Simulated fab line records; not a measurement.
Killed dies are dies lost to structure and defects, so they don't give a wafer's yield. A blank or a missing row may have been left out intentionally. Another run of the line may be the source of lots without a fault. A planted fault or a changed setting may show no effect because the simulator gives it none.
fab line records	flow nandHarc
record: lots: 6	wafers: 18	lastDay: 33
route steps=1302 shown A_M0@1147
lots that met no fault: taken from a fault-free run of the same line
startH: the number of hours between the record's first day and the start of the first shown wafer of the lot	waitH: hours from the lot's prior step to this one	" identical to the entry in the row above	L1.1+2: a row that stands for several wafers	- either no value or no given start	* or withheld: withheld	< > ~ a bound
route shown NAME@n: a module of which the file shows steps, and the number in the route of the first	usual: mean/standard deviation of fault-free wafers	same: alike in all rows	chamber/n: place in a boat	sites: the reading at each site	_std_site: standard deviation across them	_edge_site: inner sites' mean taken away from outer sites' mean	radiusMm: for every site, how far away it sits from the centre of the wafer	mask NAME#n: copy n	behind: the last tool/chamber to shape the wafer	hold: why the lot went on hold/how many hours it stayed there/how the hold came to an end	device: names the non-switching transistor (n, p or np)	end of line: tests run on the same wafers once the route is complete	a step given without rows: its recipe and nothing more	killed: at the first sort, the dies lost to defects and structure; wafer yield is something else	map: a wafer's dies, marking killed ones x, the rest . and places with no die _
set.NAME: setting as actually run; set.NAME@STEP: the setting as run at that earlier step	model.NAME: the simulator's own value behind a step, which no gauge read
lots at selected steps of the route; one table per step, one row per wafer
services: a tool's chamber out of use, with start hour (startH, from the record's first day; less than 0 if before it), hours out, and reason
== steps ==
step: NHARC_A_M0_CD_MEAS_09
recipe: targetCdNm: 80	landingEnergyEv: 500
usual: cdNm: 80.1/0.66
lot.wafer	tool	chamber	startH	waitH	cdNm
L584.3	cdSem-02	0	557.90	-	80.2
L584.4	"	0	"	"	80.2
L584.6	"	0	"	"	79.8
L588.3	cdSem-01	0	588.19	-	80.7
L588.4	"	0	"	"	79.8
L588.6	"	0	"	"	79.4
L595.1	cdSem-03	0	665.61	-	79.8
L595.2	"	0	"	"	79.7
L595.6	"	0	"	"	79.5
L594.2	cdSem-03	0	668.17	-	82.0
L594.3	"	0	"	"	81.3
L594.4	"	0	"	"	80.8
L598.2	cdSem-03	0	703.05	-	79.4
L598.4	"	0	"	"	79.7
L598.5	"	0	"	"	79.1
L602.1	cdSem-01	0	748.31	-	80.9
L602.2	"	0	"	"	80.4
L602.6	"	0	"	"	80.2
step: NHARC_A_M0_OVL_MEAS_10
recipe: pitchNm: 160
usual: overlayXNm: 0.3/0.81	overlayYNm: 0.2/0.93
lot.wafer	tool	chamber	startH	waitH	overlayXNm	overlayYNm
L584.3	overlay-01	-	557.98	-	0.4	0.9
L584.4	"	-	"	"	1.2	0.5
L584.6	"	-	"	"	1.3	0.2
L588.3	overlay-02	-	588.27	-	-0.2	0.9
L588.4	"	-	"	"	-0.4	0.8
L588.6	"	-	"	"	-0.2	0.8
L595.1	overlay-01	-	665.69	-	0.9	0.1
L595.2	"	-	"	"	0.9	0.3
L595.6	"	-	"	"	0.4	0.1
L594.2	overlay-01	-	668.25	-	0.1	-1.4
L594.3	"	-	"	"	0.6	-1.5
L594.4	"	-	"	"	0.7	-1.2
L598.2	overlay-02	-	703.14	-	-1.5	0.8
L598.4	"	-	"	"	-1.2	0.9
L598.5	"	-	"	"	-1.6	1.4
L602.1	overlay-02	-	748.42	-	1.3	0.8
L602.2	"	-	"	"	0.5	1.0
L602.6	"	-	"	"	0.2	0.9
step: NHARC_A_M0_INSPECT_11
usual: rawDefectCount: 80/34
lot.wafer	tool	chamber	startH	waitH	rawDefectCount
L584.3	defectInspect-02	-	558.02	0.0	76
L584.4	"	-	"	"	82
L584.6	"	-	"	"	82
L588.3	defectInspect-02	-	588.31	0.0	118
L588.4	"	-	"	"	124
L588.6	"	-	"	"	113
L595.1	defectInspect-02	-	665.73	0.0	111
L595.2	"	-	"	"	135
L595.6	"	-	"	"	93
L594.2	defectInspect-01	-	668.29	0.0	101
L594.3	"	-	"	"	89
L594.4	"	-	"	"	100
L598.2	defectInspect-02	-	703.18	0.0	69
L598.4	"	-	"	"	59
L598.5	"	-	"	"	55
L602.1	defectInspect-01	-	748.45	0.0	100
L602.2	"	-	"	"	83
L602.6	"	-	"	"	82
step: NHARC_A_M0_DESCUM_14
recipe: timeS: 3	o2FlowSccm: 200	arFlowSccm: 0	biasPowerW: 0	chemistry: O2
usual: drypumpMotorCurrentA: 5.6/0.42	oesProductAu: 0.997/0.01	rfVppV: 57.7/0.87	showerheadPlenumPTorr: 1.88/0.058	throttleValvePct: 11.312/0.009
same: biasPowerW: 0
lot.wafer	tool	chamber	startH	waitH	drypumpMotorCurrentA	oesProductAu	rfHoursCounterH	rfVppV	showerheadPlenumPTorr	throttleValvePct
L584.3	rieDiel-10	2	558.09	0.1	5.4	0.986	5.7	57.6	1.92	11.314
L584.4	"	3	"	"	4.9	0.988	6.0	57.2	1.79	11.325
L584.6	"	1	"	"	5.5	1.013	-	59.4	1.90	11.327
L588.3	rieDiel-10	0	588.39	0.1	5.2	0.996	5.1	57.4	1.94	11.303
L588.6	"	2	"	"	5.4	0.995	-	58.1	1.92	11.305
L588.4	"	3	"	"	4.9	0.991	-	57.0	1.79	11.305
L595.2	rieDiel-02	1	665.82	0.1	5.8	0.987	3.8	58.5	1.95	11.330
L595.1	"	3	"	"	6.3	0.969	5.4	56.6	1.83	11.311
L595.6	"	1	"	"	5.8	0.978	-	57.9	1.95	11.323
L594.3	rieDiel-10	1	668.36	0.1	5.5	1.019	2.7	58.0	1.90	11.301
L594.2	"	2	"	"	5.4	1.010	2.8	56.2	1.92	11.328
L594.4	"	3	"	"	4.9	0.998	3.0	57.2	1.79	11.314
L598.2	rieDiel-02	1	703.25	0.1	5.8	0.988	5.2	57.8	1.95	11.312
L598.4	"	2	"	"	4.9	1.002	7.1	57.6	1.80	11.311
L598.5	"	3	"	"	6.3	0.970	-	56.9	1.83	11.307
L602.1	rieDiel-11	0	748.51	0.1	5.7	1.016	5.5	57.3	1.88	11.310
L602.2	"	1	"	"	5.4	0.991	6.6	59.1	1.90	11.305
L602.6	"	0	"	"	5.7	1.002	-	57.7	1.88	11.298
step: NHARC_A_M0_ETCH_34
recipe: targetDepthA: 400	overetchA: 120	timeS: 43.94	ionEnergyEv: 200	n2FlowSccm: 150	h2FlowSccm: 150	arFlowSccm: 0	rfW: 400	biasW: 150	chemistry: N2/H2
usual: drypumpMotorCurrentA: 5.5/0.43	oesProductAu: 0.997/0.01	rfVppV: 429.4/1.9	showerheadPlenumPTorr: 2.00/0.064	throttleValvePct: 14.171/0.0092
lot.wafer	tool	chamber	startH	waitH	drypumpMotorCurrentA	oesProductAu	rfHoursCounterH	rfVppV	showerheadPlenumPTorr	throttleValvePct
L584.3	rieDiel-10	3	558.18	0.1	4.9	0.990	6.1	426.1	1.91	14.156
L584.4	"	0	"	"	5.2	0.996	3.8	431.7	2.07	14.164
L584.6	"	1	"	"	5.5	1.008	-	429.0	2.03	14.180
L588.3	rieDiel-10	2	588.48	0.1	5.4	0.993	8.1	430.0	2.05	14.165
L588.4	"	2	"	"	5.4	0.992	-	431.2	2.05	14.166
L588.6	"	3	"	"	4.9	0.997	-	427.5	1.91	14.164
L595.1	rieDiel-02	3	665.91	0.1	6.4	0.976	5.4	428.6	1.95	14.161
L595.2	"	0	"	"	5.8	0.988	5.2	427.1	1.92	14.169
L595.6	"	2	"	"	4.9	1.005	-	426.8	1.91	14.156
L594.3	rieDiel-10	2	668.44	0.1	5.4	0.994	2.8	432.0	2.05	14.175
L594.2	"	3	"	"	4.9	0.988	3.0	426.4	1.91	14.174
L594.4	"	1	"	"	5.5	0.998	2.7	429.2	2.03	14.164
L598.4	rieDiel-02	2	703.33	0.1	4.9	1.000	7.1	427.7	1.91	14.168
L598.2	"	0	"	"	5.7	0.978	6.5	428.0	1.92	14.155
L598.5	"	1	"	"	5.8	0.985	-	433.7	2.08	14.172
L602.1	rieDiel-11	1	748.61	0.1	5.3	0.990	6.6	429.1	2.02	14.177
L602.2	"	3	"	"	5.8	0.990	6.2	431.0	2.01	14.172
L602.6	"	0	"	"	5.7	1.007	-	428.7	2.00	14.158
step: NHARC_A_M0_ETCH_15
recipe: targetDepthA: 1500	overetchA: 150	timeS: 82.5	c4f8FlowSccm: withheld	arFlowSccm: 400	rfW: 600	biasW: 300	chemistry: C4F8/Ar
usual: oesProductAu: 0.943/0.025	rfVppV: 439.6/1.9
lot.wafer	tool	chamber	startH	waitH	oesProductAu	rfHoursCounterH	rfVppV
L584.3	rieDiel-10	0	-	-	0.910	3.8	442.3
L584.4	"	1	"	"	0.919	6.4	440.8
L584.6	"	3	"	"	0.920	-	438.5
L588.3	rieDiel-10	3	-	-	0.918	8.3	436.8
L588.6	"	3	"	"	0.915	-	436.7
L588.4	"	0	"	"	0.926	-	440.6
L595.2	rieDiel-02	2	-	-	0.934	5.9	439.0
L595.1	"	3	"	"	0.907	5.5	437.9
L595.6	"	2	"	"	0.931	-	439.1
L594.4	rieDiel-10	3	-	-	0.970	3.0	437.3
L594.3	"	0	"	"	0.945	2.9	440.0
L594.2	"	1	"	"	0.964	2.7	440.9
L598.2	rieDiel-02	3	-	-	0.922	6.6	437.9
L598.4	"	0	"	"	0.917	6.5	437.2
L598.5	"	2	"	"	0.946	-	436.8
L602.1	rieDiel-11	2	-	-	0.927	7.4	441.8
L602.2	"	3	"	"	0.900	6.2	441.1
L602.6	"	0	"	"	0.931	-	438.5
step: NHARC_A_M0_CD_MEAS_16
usual: cdNm: 79.9/0.91
lot.wafer	tool	chamber	startH	waitH	cdNm
L584.3	cdSem-01	-	558.38	-	79.7
L584.4	"	-	"	"	78.8
L584.6	"	-	"	"	78.6
L588.3	cdSem-03	-	588.72	-	80.8
L588.4	"	-	"	"	79.1
L588.6	"	-	"	"	80.1
L595.1	cdSem-03	-	666.11	-	79.1
L595.2	"	-	"	"	78.5
L595.6	"	-	"	"	79.3
L594.2	cdSem-02	-	668.65	-	81.7
L594.3	"	-	"	"	82.2
L594.4	"	-	"	"	81.0
L598.2	cdSem-03	-	703.55	-	78.9
L598.4	"	-	"	"	80.0
L598.5	"	-	"	"	79.7
L602.1	cdSem-02	-	748.81	-	80.1
L602.2	"	-	"	"	79.4
L602.6	"	-	"	"	80.1
step: NHARC_A_M0_STRIP_18
recipe: powerW: 1000	n2FlowSccm: 150	h2FlowSccm: 150	arFlowSccm: 0	biasW: 0	chemistry: N2/H2
usual: drypumpMotorCurrentA: 5.5/0.43	oesProductAu: 0.997/0.01	rfVppV: 90.5/0.96	showerheadPlenumPTorr: 2.00/0.066	throttleValvePct: 14.171/0.0083
lot.wafer	tool	chamber	startH	waitH	drypumpMotorCurrentA	oesProductAu	rfHoursCounterH	rfVppV	showerheadPlenumPTorr	throttleValvePct
L584.3	rieDiel-11	1	558.52	0.1	5.4	0.997	5.7	91.1	2.03	14.196
L584.6	"	2	"	"	6.1	0.994	-	90.6	2.08	14.167
L584.4	"	3	"	"	5.8	1.013	-	91.0	2.02	14.172
L588.3	rieDiel-10	2	588.78	0.1	5.4	0.991	8.2	91.6	2.05	14.166
L588.4	"	2	"	"	5.4	0.996	-	91.0	2.05	14.159
L588.6	"	0	"	"	5.2	1.000	-	91.4	2.07	14.166
L595.1	rieDiel-02	2	666.19	0.1	4.9	1.001	6.0	90.4	1.91	14.164
L595.2	"	3	"	"	6.3	0.978	5.5	90.5	1.95	14.164
L595.6	"	3	"	"	6.3	0.982	-	88.4	1.95	14.179
L594.3	rieDiel-10	0	668.72	0.1	5.1	1.006	2.9	90.4	2.06	14.162
L594.4	"	1	"	"	5.5	1.003	2.7	91.1	2.03	14.178
L594.2	"	2	"	"	5.5	0.990	2.9	91.8	2.05	14.181
L598.4	rieDiel-10	3	703.65	0.1	4.9	0.992	4.1	88.3	1.91	14.170
L598.2	"	0	"	"	5.2	1.003	4.0	90.9	2.06	14.157
L598.5	"	3	"	"	4.9	1.005	-	88.9	1.91	14.164
L602.1	rieDiel-10	3	748.89	0.1	4.9	0.986	6.7	91.1	1.90	14.167
L602.2	"	0	"	"	5.2	0.991	7.1	90.5	2.06	14.168
L602.6	"	0	"	"	5.2	1.015	-	90.7	2.06	14.168
step: NHARC_A_M0_STRIP_19
recipe: timeS: 600	tempC: 30	chemistry: postEtchResidueRemover
step: NHARC_A_M0_DEGAS_28
recipe: tempC: 250	timeS: 60
step: NHARC_A_M0_PRE_CLEAN_29
recipe: timeS: 30	tempC: 280	gas: H2/He
step: NHARC_A_M0_PVD_20
recipe: targetThkA: 50	biasV: 168.6	powerW: 15000	chamberPressurePa: 0.12	timeS: 8.06	substrateTempC: 50	material: TaN
usual: biasV: 168.3/1.7	cathodeDcPowerW: 15000/2.9	throttleValvePct: 29.8/0.64
lot.wafer	tool	chamber	startH	waitH	biasV	cathodeDcPowerW	throttleValvePct
L584.4	pvdSputter-02	-	-	-	167.9	14998	29.1
L584.3	"	-	"	"	169.4	15003	29.5
L584.6	"	-	"	"	169.0	14997	29.3
L588.4	pvdSputter-03	-	-	-	168.9	15002	30.5
L588.3	"	-	"	"	166.0	15003	29.1
L588.6	"	-	"	"	168.4	15001	29.9
L595.2	pvdSputter-03	-	-	-	168.8	15001	29.0
L595.1	"	-	"	"	169.8	14994	30.7
L595.6	"	-	"	"	166.5	15004	31.1
L594.2	pvdSputter-01	-	-	-	168.9	15002	30.3
L594.4	"	-	"	"	166.1	14999	29.0
L594.3	"	-	"	"	167.6	15001	29.7
L598.2	pvdSputter-01	-	-	-	168.1	15002	30.2
L598.4	"	-	"	"	167.7	14994	29.2
L598.5	"	-	"	"	165.8	14999	29.4
L602.1	pvdSputter-02	-	-	-	172.0	14997	29.5
L602.2	"	-	"	"	170.0	15002	29.7
L602.6	"	-	"	"	170.9	15001	29.4
step: NHARC_A_M0_PVD_21
recipe: targetThkA: 300	chamberPressurePa: 5	powerW: 5000	substrateTempC: 30	timeS: 20.49	material: Cu
usual: cathodeDcPowerW: 5000.1/0.92	chamberPressurePa: 5.000/0.011	throttleValvePct: 29.8/0.62
lot.wafer	tool	chamber	startH	waitH	cathodeDcPowerW	chamberPressurePa	throttleValvePct
L584.4	pvdSputter-02	-	559.27	-	5000.5	4.992	29.4
L584.3	"	-	"	"	5001.0	5.001	29.6
L584.6	"	-	"	"	5002.2	5.002	29.3
L588.4	pvdSputter-03	-	589.62	-	5001.3	4.988	29.1
L588.3	"	-	"	"	4999.7	4.985	30.6
L588.6	"	-	"	"	5001.0	4.997	29.3
L595.1	pvdSputter-03	-	666.97	-	-	-	-
L595.2	"	-	"	"	-	-	-
L595.6	"	-	"	"	-	-	-
L594.3	pvdSputter-01	-	669.57	-	-	-	-
L594.4	"	-	"	"	-	-	-
L594.2	"	-	"	"	-	-	-
L598.4	pvdSputter-01	-	704.39	-	5001.2	4.999	30.4
L598.2	"	-	"	"	4999.5	5.013	29.3
L598.5	"	-	"	"	4999.6	5.019	28.9
L602.2	pvdSputter-02	-	749.68	-	5000.3	4.985	29.0
L602.1	"	-	"	"	4999.4	5.000	29.4
L602.6	"	-	"	"	4999.7	4.990	29.4
step: NHARC_A_M0_ECD_22
recipe: targetThkA: 4000	bathTempC: 25	material: Cu
== services ==
tool	chamber	startH	hours	kind
rieDiel-10	-	542.78	0.7	repair
pvdSputter-01	-	550.87	30.4	repair
rieDiel-10	0	551.12	-	clean
rieDiel-11	0	556.27	22.8	repair
rieDiel-10	1	563.89	4.3	repair
rieDiel-10	0	565.66	3.4	repair
rieDiel-02	-	570.73	9.0	pm
rieDiel-11	2	574.22	5.0	repair
pvdSputter-03	-	577.88	4.2	repair
pvdSputter-01	-	582.36	10.0	pm
rieDiel-10	-	596.50	9.0	pm
rieDiel-11	-	609.50	9.0	pm
pvdSputter-02	-	613.74	2.8	repair
rieDiel-02	1	614.77	5.5	repair
rieDiel-11	-	625.14	0.3	repair
rieDiel-02	-	627.10	0.5	repair
pvdSputter-03	-	637.09	2.3	repair
pvdSputter-02	-	638.00	10.0	pm
rieDiel-02	1	644.09	16.7	repair
rieDiel-11	1	651.62	2.1	repair
rieDiel-10	2	690.95	11.6	repair
pvdSputter-03	-	704.00	10.0	pm
pvdSputter-02	-	712.31	6.9	repair
rieDiel-02	-	747.73	9.0	pm
== key ==
firstSign: step: NHARC_A_M0_PVD_21	reading: toolRecord	direction: missing
effect none on later readings
metAt NHARC_A_M0_PVD_21
struckWafers L594.2,L594.3,L594.4,L595.1,L595.2,L595.6
laterRowsLeftOut L594.2,L594.3,L594.4,L595.1,L595.2,L595.6
sortLeftOut L594.2,L594.3,L594.4,L595.1,L595.2,L595.6
onsetBetween 589.62 666.97
fault: kind: skippedStepWhole	tool: pvdSputter-01,pvdSputter-03	chamber: -	onsetH: 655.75	steps: NHARC_A_M0_PVD_21	scope: struckLotsOnly
sortLeftOut: the simulated sort isn't trusted on such a fault, so these wafers' sort isn't shown, and their yield isn't known
laterRowsLeftOut: the simulator's readings of these wafers behind a module that went badly wrong aren't trusted and aren't shown, but for the sort
